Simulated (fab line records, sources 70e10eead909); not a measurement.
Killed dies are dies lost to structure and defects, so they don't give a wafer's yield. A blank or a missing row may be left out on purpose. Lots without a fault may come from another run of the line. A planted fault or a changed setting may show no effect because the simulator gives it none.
Chamber matching | flow nand_harc | NHARC_P_M2_STRIP_18 on rie_diel-01: 4 sister chambers
The step strips in N2/H2. 8 wafers are shown with their chamber, then 7 later ones without.

WAFERS WITH THEIR CHAMBER
wafer  | chamber | showerhead_plenum_p_Torr (Torr) | drypump_motor_current_A (A)
L078.5 | 0       | 2.15                            | 4.9
L085.5 | 1       | 1.97                            | 5.1
L085.6 | 3       | 1.92                            | 5.9
L091.2 | 2       | 1.93                            | 5.3
L091.5 | 1       | 1.97                            | 5.1
L091.6 | 0       | 2.14                            | 4.8
L092.1 | 3       | 1.92                            | 5.9
L092.5 | 2       | 1.93                            | 5.3

WAFERS WITHOUT THEIR CHAMBER
wafer  | showerhead_plenum_p_Torr (Torr) | drypump_motor_current_A (A)
L092.6 | 1.97                            | 5.0
L094.1 | 1.92                            | 5.9
L094.4 | 1.97                            | 5.1
L094.6 | 1.97                            | 5.1
L093.2 | 1.92                            | 5.9
L093.3 | 1.97                            | 5.1
L093.6 | 1.92                            | 5.9

WHICH CHAMBER EACH WENT THROUGH
wafer  | from the rows above | in truth
L092.6 | 1                   | 1
L094.1 | 3                   | 3
L094.4 | 1                   | 1
L094.6 | 1                   | 1
L093.2 | 3                   | 3
L093.3 | 1                   | 1
L093.6 | 3                   | 3
Placed correctly: 7 of 7. Can't be placed from these rows: 0. Placed wrongly: 0.
How it was worked out, from the rows above alone: a wafer's distance from a chamber is the root of the sum, over the readings, of the square of ((its reading less the chamber's mean) divided by the reading's scatter). The wafer belongs to the nearest chamber; if the next one is less than 2 further off, it can't be placed. A chamber's mean is the mean of its shown wafers. The scatter: the root of (the sum of the squares of (reading less its chamber's mean) over the shown wafers, divided by (wafers less chambers)).
